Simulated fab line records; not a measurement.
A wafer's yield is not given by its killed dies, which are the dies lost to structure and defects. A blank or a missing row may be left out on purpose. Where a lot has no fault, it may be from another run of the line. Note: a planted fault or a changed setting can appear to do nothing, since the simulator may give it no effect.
fab line records + flow n5-finfet
record
- lots=7
- wafers=39
route steps=1938 shown DUMMY_GATE@237
start-h: the number of hours between the record's first day and the start of the first shown wafer of the lot + wait-h: hours since the lot's step before + " as in the row above + L1.1+2: several wafers, shown together as one row + - no value, or no start given + * or withheld: withheld + < > ~ a bound
route shown NAME@n: NAME is a module with steps in the file, n the number in the route of the first one + usual: the fault-free wafers' mean and standard deviation + same: alike in all rows + chamber/n: place in a boat + sites: the reading at each site + _std_site: how widely they spread, as a standard deviation + _edge_site: mean of outer sites minus mean of inner sites + radius-mm: for every site, how far away it sits from the centre of the wafer + mask NAME#n: copy n + behind: tool/chamber where the wafer was last shaped + hold: why the lot was held/for how many hours/how that ended + device: names the non-switching transistor (n, p or np) + end of line: at the end of the route, the tests of the same wafers + a step without rows: its recipe alone + killed: not the wafer's yield, but the dies lost to structure and defects at the first sort + map: dies across one wafer; x = killed, . = not, _ = none there
set.NAME: the setting as run; set.NAME@STEP: as run at that earlier step + model.NAME: the simulator's own value behind a step, which no gauge read
lots whose settings were changed on purpose; a table a step, a row a wafer
## steps
# step N5_DUMMY_GATE_ETCH_37
# recipe
- chemistry=N2/H2
- target=SOC
- target-depth-a=600
- overetch-a=300
- temp-c=40
- ion-energy-ev=200
- pressure-mtorr=30
- source-w=840
- bias-w=150
- n2-flow-sccm=200
- h2-flow-sccm=200
# usual
- rf-vpp-V=524.4/2.1
| lot.wafer | tool        | chamber | start-h | wait-h | set.source-w | rf-vpp-V |
|-----------|-------------|---------|---------|--------|--------------|----------|
| L076.1    | rie-diel-06 | 2       | 60.27   | 0.0    | 840          | 522.7    |
| L076.2    | "           | 1       | "       | "      | 679.7        | 560.6    |
| L076.3    | "           | 0       | "       | "      | 679.7        | 563.4    |
| L076.4    | "           | 0       | "       | "      | 840          | 525.3    |
| L076.5    | "           | 1       | "       | "      | 679.7        | 560.6    |
| L076.6    | "           | 2       | "       | "      | 840          | 525.7    |
| L080.1    | rie-diel-06 | 3       | 81.22   | 0.0    | 887          | 517.5    |
| L080.2    | "           | 1       | "       | "      | 840          | 522.2    |
| L080.3    | "           | 2       | "       | "      | 887          | 514.4    |
| L080.4    | "           | 0       | "       | "      | 840          | 526.3    |
| L080.5    | "           | 0       | "       | "      | 887          | 516.8    |
| L080.6    | "           | 1       | "       | "      | 840          | 522.4    |
| L086.1    | rie-diel-06 | 0       | 122.10  | 0.0    | 984.7        | 496.5    |
| L086.2    | "           | 3       | "       | "      | 984.7        | 500.8    |
| L086.3    | "           | 1       | "       | "      | 984.7        | 495.6    |
| L086.4    | "           | 2       | "       | "      | 840          | 523.6    |
| L086.5    | "           | 3       | "       | "      | 840          | 528.9    |
| L086.6    | "           | 0       | "       | "      | 840          | 523.3    |
| L087.1    | rie-diel-06 | 3       | 130.31  | 0.0    | 840          | 528.1    |
| L087.2    | "           | 0       | "       | "      | 840          | 524.8    |
| L087.3    | "           | 2       | "       | "      | 991.9        | 496.0    |
| L087.4    | "           | 2       | "       | "      | 991.9        | 495.7    |
| L087.5    | "           | 0       | "       | "      | 840          | 524.5    |
| L087.6    | "           | 3       | "       | "      | 991.9        | 499.3    |
| L090.1    | rie-diel-03 | 3       | 152.47  | 0.0    | 840          | 525.4    |
| L090.2    | "           | 1       | "       | "      | 886.4        | 511.2    |
| L090.3    | "           | 0       | "       | "      | 840          | 524.3    |
| L090.4    | "           | 3       | "       | "      | 840          | 525.9    |
| L090.5    | "           | 0       | "       | "      | 886.4        | 513.8    |
| L090.6    | "           | 1       | "       | "      | 886.4        | 511.1    |
| L094.1    | rie-diel-02 | 3       | 170.58  | 0.0    | 840          | 522.3    |
| L094.2    | "           | 2       | "       | "      | 840          | 522.5    |
| L094.3    | "           | 1       | "       | "      | 840          | 523.2    |
| L094.4    | "           | 0       | "       | "      | 840          | 525.5    |
| L094.5    | "           | 1       | "       | "      | 840          | 523.7    |
| L094.6    | "           | 0       | "       | "      | 840          | 526.4    |
| L096.1    | rie-diel-03 | 1       | 180.15  | 0.0    | 840          | 521.5    |
| L096.5    | "           | 2       | "       | "      | 840          | 526.2    |
| L096.6    | "           | 3       | "       | "      | 840          | 525.7    |
# step N5_DUMMY_GATE_ETCH_31
# recipe
- chemistry=C4F6/O2
- target=SiO2
- mask-material=SOC
- target-depth-a=825
- time-s=27.5
- ion-energy-ev=250
- pressure-mtorr=30
- source-w=345
- bias-w=185
- Ar_flow_sccm=300
- C4F6_flow_sccm=10
- O2_flow_sccm=10
| lot.wafer | tool        | chamber | start-h | wait-h | set.target-depth-a | model.etch.depth-nm | model.SOC_of_DUMMY_GATE_COAT_34.thk-nm |
|-----------|-------------|---------|---------|--------|--------------------|---------------------|----------------------------------------|
| L076.1    | rie-diel-02 | 0       | 60.55   | 0.0    | 825                | 79.27               | 52                                     |
| L076.2    | "           | 3       | "       | "      | 825                | 83.58               | 51.8                                   |
| L076.3    | "           | 1       | "       | "      | 825                | 81.53               | 52                                     |
| L076.4    | "           | 2       | "       | "      | 825                | 79.9                | 52                                     |
| L076.5    | "           | 2       | "       | "      | 825                | 79.47               | 52                                     |
| L076.6    | "           | 1       | "       | "      | 825                | 81.26               | 52                                     |
| L080.1    | rie-diel-03 | 2       | 81.50   | 0.0    | 762.4              | 74.27               | 52.6                                   |
| L080.2    | "           | 0       | "       | "      | 825                | 82.03               | 51.8                                   |
| L080.3    | "           | 3       | "       | "      | 825                | 78.64               | 52.2                                   |
| L080.4    | "           | 1       | "       | "      | 762.4              | 76.53               | 52.4                                   |
| L080.5    | "           | 3       | "       | "      | 762.4              | 73.13               | 52.4                                   |
| L080.6    | "           | 0       | "       | "      | 825                | 81.79               | 51.6                                   |
| L086.1    | rie-diel-03 | 2       | 122.50  | 0.0    | 922.9              | 89.52               | 51.2                                   |
| L086.2    | "           | 1       | "       | "      | 825                | 83.03               | 51.4                                   |
| L086.3    | "           | 3       | "       | "      | 825                | 79.1                | 51.8                                   |
| L086.4    | "           | 0       | "       | "      | 922.9              | 92.61               | 50.6                                   |
| L086.5    | "           | 2       | "       | "      | 825                | 79.92               | 52                                     |
| L086.6    | "           | 3       | "       | "      | 922.9              | 88.27               | 50.8                                   |
| L087.1    | rie-diel-03 | 1       | 130.73  | 0.2    | 825                | 82.43               | 51.8                                   |
| L087.2    | "           | 0       | "       | "      | 825                | 82.72               | 51.8                                   |
| L087.3    | "           | 2       | "       | "      | 825                | 79.81               | 52                                     |
| L087.4    | "           | 3       | "       | "      | 825                | 78.44               | 52                                     |
| L087.5    | "           | 1       | "       | "      | 825                | 83.16               | 51.6                                   |
| L087.6    | "           | 0       | "       | "      | 825                | 82.47               | 51.6                                   |
| L090.1    | rie-diel-02 | 1       | 152.94  | 0.1    | 825                | 80.9                | 52                                     |
| L090.2    | "           | 0       | "       | "      | 825                | 80.86               | 52                                     |
| L090.3    | "           | 2       | "       | "      | 899.5              | 87.07               | 51.4                                   |
| L090.4    | "           | 3       | "       | "      | 825                | 83.31               | 52                                     |
| L090.5    | "           | 3       | "       | "      | 899.5              | 89.85               | 51.4                                   |
| L090.6    | "           | 2       | "       | "      | 899.5              | 86.22               | 51.4                                   |
| L094.1    | rie-diel-03 | 2       | 170.90  | 0.0    | 753                | 75.36               | 52.6                                   |
| L094.2    | "           | 3       | "       | "      | 753                | 71.92               | 52.8                                   |
| L094.3    | "           | 1       | "       | "      | 825                | 82.41               | 51.6                                   |
| L094.4    | "           | 3       | "       | "      | 825                | 78.38               | 52                                     |
| L094.5    | "           | 2       | "       | "      | 825                | 82.35               | 51.8                                   |
| L094.6    | "           | 1       | "       | "      | 753                | 75.97               | 52.6                                   |
| L096.1    | rie-diel-02 | 1       | 180.65  | 0.1    | 825                | 81.01               | 51.8                                   |
| L096.5    | "           | 0       | "       | "      | 825                | 79.54               | 51.8                                   |
| L096.6    | "           | 1       | "       | "      | 825                | 81.2                | 52                                     |
# step N5_DUMMY_GATE_ETCH_32
# recipe
- chemistry=CF4
- target=SiO2
- target-depth-a=35
- time-s=3.9
- ion-energy-ev=350
- pressure-mtorr=10
- icp-w=800
- bias-w=400
- cf4-flow-sccm=80
| lot.wafer | tool      | chamber | start-h | wait-h | set.time-s | model.etch.depth-nm |
|-----------|-----------|---------|---------|--------|------------|---------------------|
| L076.1    | rie-si-04 | 0       | 60.80   | 0.1    | 4.266      | 3.778               |
| L076.2    | "         | 3       | "       | "      | 4.266      | 3.644               |
| L076.3    | "         | 1       | "       | "      | 4.266      | 3.735               |
| L076.4    | "         | 2       | "       | "      | 3.9        | 3.543               |
| L076.5    | "         | 1       | "       | "      | 3.9        | 3.395               |
| L076.6    | "         | 0       | "       | "      | 3.9        | 3.454               |
| L080.1    | rie-si-05 | 3       | 81.74   | 0.1    | 3.9        | 3.612               |
| L080.2    | "         | 2       | "       | "      | 3.24       | 3.088               |
| L080.3    | "         | 1       | "       | "      | 3.9        | 3.535               |
| L080.4    | "         | 0       | "       | "      | 3.9        | 3.549               |
| L080.5    | "         | 2       | "       | "      | 3.24       | 3.094               |
| L080.6    | "         | 3       | "       | "      | 3.24       | 3.012               |
| L086.1    | rie-si-05 | 1       | 122.74  | 0.1    | 3.9        | 3.52                |
| L086.2    | "         | 3       | "       | "      | 3.9        | 3.604               |
| L086.3    | "         | 0       | "       | "      | 3.9        | 3.556               |
| L086.4    | "         | 2       | "       | "      | 3.9        | 3.733               |
| L086.5    | "         | 1       | "       | "      | 3.9        | 3.535               |
| L086.6    | "         | 0       | "       | "      | 3.9        | 3.575               |
| L087.1    | rie-si-04 | 3       | 130.97  | 0.1    | 4.383      | 3.75                |
| L087.2    | "         | 2       | "       | "      | 4.383      | 4.042               |
| L087.3    | "         | 1       | "       | "      | 4.383      | 3.828               |
| L087.4    | "         | 0       | "       | "      | 3.9        | 3.499               |
| L087.5    | "         | 0       | "       | "      | 3.9        | 3.484               |
| L087.6    | "         | 1       | "       | "      | 3.9        | 3.426               |
| L090.1    | rie-si-04 | 0       | 153.18  | 0.1    | 3.9        | 3.451               |
| L090.2    | "         | 2       | "       | "      | 3.9        | 3.617               |
| L090.3    | "         | 1       | "       | "      | 4.75       | 4.102               |
| L090.4    | "         | 3       | "       | "      | 4.75       | 4.019               |
| L090.5    | "         | 2       | "       | "      | 4.75       | 4.398               |
| L090.6    | "         | 1       | "       | "      | 3.9        | 3.407               |
| L094.1    | rie-si-04 | 2       | 171.15  | 0.1    | 3.9        | 3.617               |
| L094.2    | "         | 1       | "       | "      | 3.9        | 3.391               |
| L094.3    | "         | 3       | "       | "      | 4.448      | 3.783               |
| L094.4    | "         | 0       | "       | "      | 4.448      | 3.99                |
| L094.5    | "         | 2       | "       | "      | 3.9        | 3.605               |
| L094.6    | "         | 1       | "       | "      | 4.448      | 3.848               |
| L096.1    | rie-si-04 | 0       | 180.90  | 0.1    | 3.9        | 3.453               |
| L096.5    | "         | 3       | "       | "      | 3.9        | 3.313               |
| L096.6    | "         | 2       | "       | "      | 3.9        | 3.618               |
## key
split
- step=N5_DUMMY_GATE_ETCH_37
- setting=source-w
- stated=840
- by=wafer
response
- step=N5_DUMMY_GATE_ETCH_37
- reading=rf-vpp-V
- change=-1.73
- per=1%
- r=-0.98
split
- step=N5_DUMMY_GATE_ETCH_31
- setting=target-depth-a
- stated=825
- by=wafer
response
- step=N5_DUMMY_GATE_ETCH_31
- reading=model.etch.depth-nm
- change=+0.762
- per=1%
- r=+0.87
response
- step=N5_DUMMY_GATE_ETCH_31
- reading=model.SOC_of_DUMMY_GATE_COAT_34.thk-nm
- change=-0.0781
- per=1%
- r=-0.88
split
- step=N5_DUMMY_GATE_ETCH_32
- setting=time-s
- stated=3.9
- by=wafer
response
- step=N5_DUMMY_GATE_ETCH_32
- reading=model.etch.depth-nm
- change=+0.0295
- per=1%
- r=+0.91
